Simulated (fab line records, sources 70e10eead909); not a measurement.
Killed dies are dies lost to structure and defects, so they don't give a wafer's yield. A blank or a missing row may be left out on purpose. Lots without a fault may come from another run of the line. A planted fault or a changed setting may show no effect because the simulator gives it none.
One fault seen from 3 desks | flow nand_harc | each desk has only its own numbers; what lay behind them comes last

THE DEFECT DESK
What the inspections along the route counted, lot by lot: means of the sampled wafers that have a number. A lot is out of limits, marked OUT, if its mean lies more than 4 standard deviations from the usual mean; the brackets give that distance.
Columns: A = raw_defect_count at NHARC_P_M0_INSPECT_11, usual 5
lot  | first seen here | A
L149 | day 8 14:13     | 3
L155 | day 11 05:35    | 5
L159 | day 12 20:05    | 2
L161 | day 13 15:43    | 6
L163 | day 14 12:07    | 1
This desk's finding: nothing out of limits on any of the 5 lots.

THE METROLOGY DESK
What the gauges read, lot by lot, whatever tool the lot ran on: means of the sampled wafers that have a number. A lot is out of limits, marked OUT, if its mean lies more than 4 standard deviations from the usual mean; the brackets give that distance.
Columns: A = cd_nm at NHARC_P_M0_CD_MEAS_09, usual 90.3 nm; B = overlay_x_nm at NHARC_P_M0_OVL_MEAS_10, usual 0.1 nm; C = overlay_y_nm at NHARC_P_M0_OVL_MEAS_10, usual 0.0 nm; D = cd_nm at NHARC_P_M0_CD_MEAS_16, usual 90.4 nm
lot  | first seen here | A    | B    | C    | D
L149 | day 8 14:05     | 89.5 | -0.1 | -0.7 | 89.6
L155 | day 11 05:28    | 90.0 | 0.8  | -1.2 | 89.8
L159 | day 12 19:57    | 90.1 | -1.1 | 0.4  | 90.5
L161 | day 13 15:35    | 89.9 | 0.6  | -0.5 | 90.2
L163 | day 14 11:59    | 89.5 | 0.9  | -0.8 | 90.4
This desk's finding: nothing out of limits on any of the 5 lots.

THE TOOL OWNER'S DESK: pvd_sputter-02
The tool's own readings at NHARC_P_M0_PVD_20 (deposits TaN, target thk 5 nm, time 8.06 s): means of the sampled wafers that have a number, for each lot that ran on this tool. A lot is out of limits, marked OUT, if its mean lies more than 4 standard deviations from the usual mean; the brackets give that distance.
Columns: A = throttle_valve_pct at NHARC_P_M0_PVD_20, usual 30.1 %
lot  | first seen here | A
L149 | day 8 15:21     | 30.5
L155 | day 11 06:40    | 29.7
This desk's finding: nothing out of limits on any of the 2 lots.

PUT TOGETHER
The defect desk saw nothing out of limits.
The metrology desk saw nothing out of limits.
The tool owner's desk saw nothing out of limits.

WHAT THE SIMULATOR HAD PUT IN
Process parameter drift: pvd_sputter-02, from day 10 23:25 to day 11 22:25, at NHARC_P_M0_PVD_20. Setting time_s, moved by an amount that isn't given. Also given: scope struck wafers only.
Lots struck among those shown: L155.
